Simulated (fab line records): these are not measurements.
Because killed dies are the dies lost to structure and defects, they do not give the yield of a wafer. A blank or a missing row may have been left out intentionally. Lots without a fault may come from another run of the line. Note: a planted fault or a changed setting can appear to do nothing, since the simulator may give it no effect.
Matching of chambers + flow nand-harc + NHARC_A_STAIRCASE_ALD_415 on ald-hk-04 has 4 sister chambers
The step deposits SiO2, target thk 30 nm, pulse time 6 s, ald cycles 300. 4 wafers are shown with their chamber, then 12 later ones without.

## WAFERS, EACH WITH ITS CHAMBER
| wafer  | chamber | heater-power-w (W) |
|--------|---------|--------------------|
| L092.3 | 2       | 436                |
| L092.1 | 0       | 420                |
| L092.4 | 1       | 455                |
| L092.5 | 3       | 486                |

## WAFERS MISSING THEIR CHAMBER
| wafer  | heater-power-w (W) |
|--------|--------------------|
| L095.2 | 489                |
| L095.4 | 439                |
| L095.6 | 446                |
| L096.1 | 494                |
| L096.4 | 419                |
| L096.6 | 451                |
| L096.2 | 433                |
| L096.3 | 468                |
| L096.5 | 421                |
| L097.1 | 450                |
| L097.2 | 432                |
| L097.6 | 434                |

## EACH ONE'S CHAMBER
| wafer  | from the rows above     | in truth |
|--------|-------------------------|----------|
| L095.2 | 3                       | 3        |
| L095.4 | 2                       | 2        |
| L095.6 | can't be placed: 1 or 2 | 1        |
| L096.1 | 3                       | 3        |
| L096.4 | 0                       | 0        |
| L096.6 | can't be placed: 1 or 2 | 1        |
| L096.2 | can't be placed: 2 or 0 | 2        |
| L096.3 | can't be placed: 1 or 3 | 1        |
| L096.5 | 0                       | 0        |
| L097.1 | can't be placed: 1 or 2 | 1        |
| L097.2 | can't be placed: 2 or 0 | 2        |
| L097.6 | 2                       | 2        |
Correct placement for 6 of the 12. Not placeable from these rows: 6 (in 6, the candidates include the true chamber). Placed wrongly: 0.
How it was worked out, from the rows above alone: a wafer's distance from a chamber is the root of the sum, over the readings, of the square of ((its reading less the chamber's mean) divided by the reading's scatter). The wafer belongs to the nearest chamber; if the next one is less than 2 further off, it can't be placed. The mean given for a chamber averages the wafers shown for that chamber. The scatter: root of mean squared gap, hidden wafer to nearest shown wafer, with one shown wafer a chamber.
